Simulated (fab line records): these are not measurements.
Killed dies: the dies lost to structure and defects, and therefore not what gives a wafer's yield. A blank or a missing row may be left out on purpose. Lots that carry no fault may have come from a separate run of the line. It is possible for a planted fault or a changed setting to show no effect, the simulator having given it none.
fab line records	flow n5Finfet
[record] lots = 10	wafers = 29	lastDay = 18
route steps=1938 shown BEOL_M8@1370 PASSIVATION@1936
lots that met no fault: taken from a fault-free run of the same line
startH: start of the lot's first displayed wafer, in hours after the record's first day	waitH: hours elapsed since this lot's preceding step	" as in the row above	L1.1+2: a row that stands for several wafers	- no value, or no start given	* or withheld: withheld	< > ~ a bound
route shown NAME@n: NAME is a module with steps in the file, n the number in the route of the first one	usual: mean and standard deviation over wafers with no fault	same: alike in all rows	chamber/n: place in a boat	sites: per-site readings	_std_site: how widely they spread, as a standard deviation	_edge_site: outer sites' mean less inner sites'	radiusMm: how far each site lies from the wafer's centre	mask NAME#n: copy n	behind: tool/chamber where the wafer was last shaped	hold: cause of the lot's hold/its duration in hours/its outcome	device: the n, p or np transistor that did not switch	end of line: the tests these same wafers got at the end of their route	a step with no rows: only its recipe	killed: the dies lost at the first sort to structure and to defects; this is not the yield of the wafer	map: the dies of a wafer, with x for killed, . for not killed, _ for no die there
set.NAME: the setting that was run; set.NAME@STEP: the one run at that earlier step	model.NAME: the simulator's own value behind a step, which no gauge read
steps of the route over a sample of lots; a table a step, a row a wafer
services: the hour from which a tool's chamber was out of use, counted from the record's first day as startH (under 0 if before that day), plus the number of hours and why
[[steps]]
[step N5_BEOL_M8_ETCH_65]
[recipe] chemistry = CF4	target = SiARC	targetDepthA = 156	maskMaterial = CAR-EUV	timeS = 26	ionEnergyEv = 80	pressureMtorr = 40	sourceW = 545	biasW = 36	Ar_flow_sccm = 100	cf4FlowSccm = 100	ends = cleared
[usual] drypumpMotorCurrentA = 6.0/0.43	etchRfOnTimeS = 26.4/0.76	oesProductAu = 0.69/0.079	rfVppV = 184.1/1.1	showerheadPlenumPTorr = 2.15/0.074	throttleValvePct = 15.51/0.16
lot.wafer	tool	chamber	startH	waitH	drypumpMotorCurrentA	etchRfOnTimeS	oesProductAu	rfHoursCounterH	rfVppV	showerheadPlenumPTorr	throttleValvePct
L410.1	rieDiel-04	0	210.18	0.0	5.9	27.2	0.72	54	185.7	2.23	15.59
L410.4	"	3	"	"	5.8	24.3	0.87	2	185.5	2.29	15.06
L410.6	"	3	"	"	5.8	24.4	0.87	-	185.2	2.29	15.06
L414.2	rieDiel-02	1	243.79	0.0	6.3	26.8	0.69	79	184.7	2.17	15.59
L414.3	"	0	"	"	5.8	26.7	0.60	205	185.0	2.03	15.51
L414.5	"	1	"	"	6.3	26.7	0.69	-	184.5	2.17	15.58
L416.1	rieDiel-06	0	257.35	0.0	6.4	26.4	0.62	164	184.7	2.15	15.54
L416.3	"	2	"	"	4.9	26.3	0.60	243	183.7	2.11	15.68
L416.5	"	0	"	"	6.4	26.4	0.62	-	183.4	2.15	15.54
L413.2	rieDiel-04	0	257.51	0.0	5.9	26.5	0.72	67	186.9	2.23	15.61
L413.6	"	1	"	"	5.9	26.1	0.75	-	184.3	2.17	15.30
L419.1	rieDiel-02	1	261.28	0.0	6.3	26.4	0.69	86	184.7	2.17	15.60
L419.5	"	1	"	"	6.4	26.4	0.68	-	182.8	2.17	15.61
L419.6	"	2	"	"	5.8	26.4	0.82	-	184.7	2.13	15.39
L426.3	rieDiel-04	0	316.77	0.0	5.9	27.1	0.69	88	184.6	2.22	15.65
L426.4	"	3	"	"	5.8	24.3	0.79	38	184.9	2.28	15.11
L426.6	"	0	"	"	5.9	26.9	0.69	-	183.5	2.22	15.63
L429.3	rieDiel-06	0	316.92	0.0	6.4	26.3	0.60	189	184.2	2.14	15.59
L429.5	"	0	"	"	6.4	26.4	0.60	-	184.1	2.14	15.60
L429.6	"	3	"	"	6.4	26.1	0.63	-	183.8	2.22	15.66
L428.1	rieDiel-06	0	319.72	0.0	6.4	26.3	0.61	190	182.7	2.14	15.59
L428.2	"	1	"	"	5.8	27.6	0.63	146	183.3	2.06	15.53
L428.5	"	3	"	"	6.4	26.2	0.63	-	185.5	2.22	15.65
L430.2	rieDiel-04	3	325.71	0.0	5.8	24.3	0.78	40	185.3	2.28	15.13
L430.3	"	0	"	"	5.9	27.3	0.68	91	185.3	2.22	15.65
L430.6	"	2	"	"	6.0	26.3	0.66	-	186.1	2.23	15.67
L433.2	rieDiel-04	3	353.32	0.0	5.8	24.1	0.77	50	184.8	2.28	15.13
L433.3	"	0	"	"	5.9	27.2	0.67	101	185.4	2.21	15.69
L433.6	"	3	"	"	5.8	24.4	0.77	-	185.1	2.28	15.15
[step N5_BEOL_M8_ETCH_66]
[recipe] chemistry = N2/H2	target = SOC	targetDepthA = 800	overetchA = 160	maskMaterial = SiARC	tempC = 40	timeS = 120	ionEnergyEv = 200	pressureMtorr = 30	sourceW = 840	biasW = 150	n2FlowSccm = 200	h2FlowSccm = 200
[usual] drypumpMotorCurrentA = 6.0/0.43	oesProductAu = 0.63/0.066	rfVppV = 524.2/2.7	showerheadPlenumPTorr = 2.55/0.098	throttleValvePct = 17.69/0.26
lot.wafer	tool	chamber	startH	waitH	drypumpMotorCurrentA	oesProductAu	rfHoursCounterH	rfVppV	showerheadPlenumPTorr	throttleValvePct
L410.1	rieDiel-04	0	210.21	0.0	5.9	0.66	54	527.7	2.71	18.13
L410.4	"	3	"	"	5.8	0.74	2	528.5	2.72	17.11
L410.6	"	3	"	"	5.8	0.75	-	529.4	2.72	17.13
L414.2	rieDiel-02	1	243.81	0.0	6.3	0.63	79	525.1	2.56	17.70
L414.3	"	0	"	"	5.8	0.54	205	519.1	2.40	17.63
L414.5	"	1	"	"	6.3	0.63	-	523.4	2.56	17.72
L416.1	rieDiel-06	0	257.38	0.0	6.4	0.56	164	523.8	2.55	17.84
L416.3	"	2	"	"	4.9	0.55	243	522.7	2.51	18.08
L416.5	"	0	"	"	6.4	0.56	-	523.4	2.55	17.82
L413.2	rieDiel-04	0	257.54	0.0	5.9	0.64	67	527.2	2.70	18.14
L413.6	"	1	"	"	5.8	0.67	-	524.0	2.59	17.54
L419.1	rieDiel-02	1	261.31	0.0	6.4	0.61	86	524.6	2.56	17.70
L419.5	"	1	"	"	6.4	0.62	-	526.1	2.56	17.70
L419.6	"	2	"	"	5.9	0.73	-	522.3	2.47	17.29
L426.3	rieDiel-04	0	316.80	0.0	5.9	0.62	88	527.9	2.69	18.18
L426.4	"	3	"	"	5.8	0.68	38	529.0	2.70	17.19
L426.6	"	0	"	"	5.9	0.62	-	528.0	2.69	18.18
L429.3	rieDiel-06	0	316.95	0.0	6.4	0.55	189	523.4	2.54	17.86
L429.5	"	0	"	"	6.4	0.55	-	522.4	2.54	17.86
L429.6	"	3	"	"	6.4	0.57	-	525.7	2.64	17.95
L428.1	rieDiel-06	0	319.75	0.0	6.4	0.55	190	523.2	2.54	17.85
L428.2	"	1	"	"	5.8	0.59	146	521.3	2.44	17.74
L428.5	"	3	"	"	6.4	0.57	-	527.1	2.64	17.98
L430.2	rieDiel-04	3	325.73	0.0	5.8	0.66	40	529.0	2.70	17.20
L430.3	"	0	"	"	5.9	0.62	91	526.6	2.69	18.19
L430.6	"	2	"	"	6.0	0.60	-	526.6	2.65	17.87
L433.2	rieDiel-04	3	353.34	0.0	5.8	0.66	50	527.0	2.70	17.20
L433.3	"	0	"	"	5.9	0.61	101	525.9	2.68	18.21
L433.6	"	3	"	"	5.8	0.65	-	527.9	2.70	17.21
[step N5_BEOL_M8_STRIP_80]
[recipe] chemistry = N2/H2	timeS = 10	powerW = 450	tempC = 40	pressureMtorr = 20	rfFrequencyHz = 6e+07	biasPowerW = 7	n2FlowSccm = 200	h2FlowSccm = 200
[usual] drypumpMotorCurrentA = 6.0/0.43	oesProductAu = 0.82/0.095	rfVppV = 59.2/0.83	showerheadPlenumPTorr = 2.54/0.098	throttleValvePct = 23.5/0.39
lot.wafer	tool	chamber	startH	waitH	drypumpMotorCurrentA	oesProductAu	rfHoursCounterH	rfVppV	showerheadPlenumPTorr	throttleValvePct
L410.1	rieDiel-04	0	-	-	5.9	0.85	54	59.2	2.70	24.2
L410.4	"	3	"	"	5.8	0.98	2	59.6	2.72	22.8
L410.6	"	3	"	"	5.8	0.99	-	59.4	2.72	22.8
L414.2	rieDiel-02	1	-	-	6.4	0.81	79	59.3	2.56	23.5
L414.3	"	0	"	"	5.8	0.69	205	58.0	2.40	23.3
L414.5	"	1	"	"	6.3	0.81	-	59.4	2.56	23.5
L416.1	rieDiel-06	0	-	-	6.4	0.73	164	58.5	2.55	23.7
L416.3	"	2	"	"	4.9	0.69	243	58.8	2.51	24.2
L416.5	"	0	"	"	6.4	0.72	-	59.6	2.55	23.7
L413.2	rieDiel-04	0	-	-	5.9	0.85	67	59.2	2.70	24.2
L413.6	"	1	"	"	5.9	0.91	-	59.2	2.59	23.3
L419.1	rieDiel-02	1	-	-	6.4	0.80	87	60.7	2.56	23.5
L419.5	"	1	"	"	6.4	0.80	-	59.2	2.56	23.5
L419.6	"	2	"	"	5.9	0.96	-	60.4	2.47	23.0
L426.3	rieDiel-04	0	-	-	5.9	0.82	88	60.4	2.69	24.2
L426.4	"	3	"	"	5.8	0.89	38	59.0	2.70	22.8
L426.6	"	0	"	"	5.9	0.82	-	61.7	2.69	24.2
L429.3	rieDiel-06	0	-	-	6.4	0.70	189	58.5	2.53	23.8
L429.5	"	0	"	"	6.4	0.70	-	59.1	2.53	23.8
L429.6	"	3	"	"	6.4	0.74	-	60.2	2.64	24.1
L428.1	rieDiel-06	0	-	-	6.4	0.71	190	59.1	2.53	23.8
L428.2	"	1	"	"	5.8	0.76	146	58.2	2.44	23.5
L428.5	"	3	"	"	6.4	0.74	-	60.9	2.63	24.1
L430.2	rieDiel-04	3	-	-	5.8	0.90	40	58.5	2.70	22.8
L430.3	"	0	"	"	5.9	0.81	91	61.3	2.68	24.2
L430.6	"	2	"	"	6.0	0.77	-	58.8	2.65	23.8
L433.2	rieDiel-04	3	-	-	5.8	0.88	50	59.7	2.69	22.8
L433.3	"	0	"	"	5.9	0.80	101	59.0	2.68	24.2
L433.6	"	3	"	"	5.8	0.88	-	60.6	2.70	22.9
[step N5_BEOL_M8_ALD_77]
[recipe] material = TaN	targetThkA = 20	tempC = 275	aldPrecursorFamily = PDMAT	aldCoReactant = NH3	pressureTorr = 3	carrierFlowSccm = 1500	pulseTimeS = 2	purgeTimeS = 3	coReactantPurgeTimeS = 2	coReactantPulseTimeS = 3	aldCycles = 40	precursorVesselTempC = 75	precursorVesselPressureTorr = 26.25	precursorVesselCarrierSccm = 1000
[usual] aldCycles = 40/0	chamberPressureTorr = 3.000/0.0068	heaterPowerW = 414/58
lot.wafer	tool	chamber	startH	waitH	aldCycles	chamberPressureTorr	heaterPowerW	sinceWetCleanH
L410.1	aldMetal-03	0	211.24	0.0	40	3.001	482	1413
L410.4	"	3	"	"	40	3.000	417	1413
L410.6	"	2	"	"	40	2.993	371	-
L414.2	aldMetal-01	2	245.39	0.0	40	2.998	324	4524
L414.3	"	1	"	"	40	3.003	434	4524
L414.5	"	2	"	"	40	3.008	332	-
L416.1	aldMetal-01	1	258.42	0.0	40	2.989	428	4537
L416.3	"	3	"	"	40	3.006	377	4537
L416.5	"	3	"	"	40	2.998	362	-
L413.2	aldMetal-03	1	261.14	0.0	40	2.994	372	1462
L413.6	"	1	"	"	40	3.008	363	-
L419.1	aldMetal-03	1	262.94	0.1	40	3.008	366	1464
L419.5	"	0	"	"	40	3.001	466	-
L419.6	"	2	"	"	40	2.997	383	-
L426.3	aldMetal-03	0	318.27	0.0	53	3.003	466	1520
L426.4	"	3	"	"	53	2.995	417	1520
L426.6	"	0	"	"	53	3.004	475	-
L429.3	aldMetal-01	3	318.51	0.2	40	3.002	365	4597
L429.5	"	3	"	"	40	3.015	374	-
L429.6	"	0	"	"	40	3.014	524	-
L428.1	aldMetal-03	3	321.15	0.0	53	3.000	433	1522
L428.2	"	0	"	"	53	3.014	470	1522
L428.5	"	1	"	"	53	3.002	378	-
L430.2	aldMetal-01	2	326.86	0.0	40	3.005	330	4605
L430.3	"	0	"	"	40	2.995	521	4605
L430.6	"	3	"	"	40	3.023	372	-
L433.2	aldMetal-04	1	354.74	0.1	40	3.004	333	4
L433.3	"	3	"	"	40	3.015	448	4
L433.6	"	1	"	"	40	2.998	343	-
[step N5_PASSIVATION_PROBE_49]
[usual] defectLimitedYield = 91.5/1.4	killed_at_M0_to_M3 = 32/11	killed_at_M4_up = 12/4.4	killedAtContacts = 13/6.1	killedAtFrontEnd = 39/12	killedAtOther = 3.9/3	killedDies = 100/17	killedOpen = 66/12	killedShort = 33/7.4	sort_bin_5_function = 5.0/0.95	sort_bin_6_memory = 3.2/0.66	sort_bin_8_speed = 0.0/0.33	sortNPass = 1079/17	sortYieldPct = 91.4/1.5
[same] grossDies = 1180	killedAtBackSide = 0	sort_bin_4_leakage[%] = 0
lot.wafer	tool	chamber	startH	waitH	defectLimitedYield[%]	killed_at_M0_to_M3	killed_at_M4_up	killedAtContacts	killedAtFrontEnd	killedAtOther	killedDies	killedOpen	killedShort	sort_bin_5_function[%]	sort_bin_6_memory[%]	sort_bin_8_speed[%]	sortNPass	sortYieldPct[%]
L428.1	prober-01	-	396.01	0.0	89.2	47	7	12	59	3	128	75	39	6.3	4.3	0	1052	89.2
// killed by level:class
L428.1 FIN_CUT:areaEtch=13 FIN_SAQP:geometricParticle:short=12 FIN_SAQP:geometricParticle:open=10 MOL_CONTACT_COAG:geometricParticle:open=10 BEOL_M0_SAQP:geometricParticle:short=9 BEOL_M0_SAQP:geometricParticle:open=9 BEOL_M1:geometricParticle:open=8 BEOL_M3:geometricParticle:open=8
[[services]]
tool	chamber	startH	hours	kind
rieDiel-04	3	188.31	-	clean
rieDiel-04	3	188.31	-	consumableReplace:focusRing
rieDiel-04	3	188.31	-	consumableReplace:showerhead
rieDiel-04	3	188.31	15.4	scheduledDown
rieDiel-04	3	188.31	15.4	ventCycle
rieDiel-06	2	189.17	6.4	repair
rieDiel-06	-	195.09	0.2	repair
rieDiel-02	2	211.37	-	clean
rieDiel-02	2	211.37	-	consumableReplace:focusRing
rieDiel-02	2	211.37	23.8	scheduledDown
rieDiel-02	2	211.37	23.8	ventCycle
aldMetal-03	3	216.40	2.1	repair
aldMetal-04	-	221.33	2.8	pm
aldMetal-03	3	262.83	25.9	repair
rieDiel-06	2	274.97	-	clean
rieDiel-06	2	274.97	-	consumableReplace:focusRing
rieDiel-06	2	274.97	20.6	scheduledDown
rieDiel-06	2	274.97	20.6	ventCycle
rieDiel-06	-	279.75	0.6	repair
aldMetal-04	1	287.94	8.8	repair
aldMetal-01	-	306.07	8.7	pm
aldMetal-03	2	313.96	1.7	repair
aldMetal-03	-	330.69	8.7	pm
aldMetal-04	-	337.25	14.0	pm
[[key]]
[firstSign] step = N5_BEOL_M8_ALD_77	reading = aldCycles	direction = up	sigmas = 99+	usual = *	struck = *
effect none on later readings
metAt N5_BEOL_M8_ALD_77
struckLots L426,L428
[baselineLoss] step = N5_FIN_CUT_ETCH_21	wafers = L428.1
notActingAt N5_BEOL_M8_ETCH_65,N5_BEOL_M8_ETCH_66,N5_BEOL_M8_STRIP_80
onsetBetween 262.94 318.27
[fault] kind = processParameterDrift	tool = aldMetal-03	chamber = -	onsetH = 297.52	steps = N5_BEOL_M8_ALD_77	channel = aldCycles	offset = *	shape = step	endH = 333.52	actsIn = *	stated = *
// baselineLoss: these wafers lose ten dies or more at that step, a loss of the line's own and not of a fault; the sort's usual values leave them out
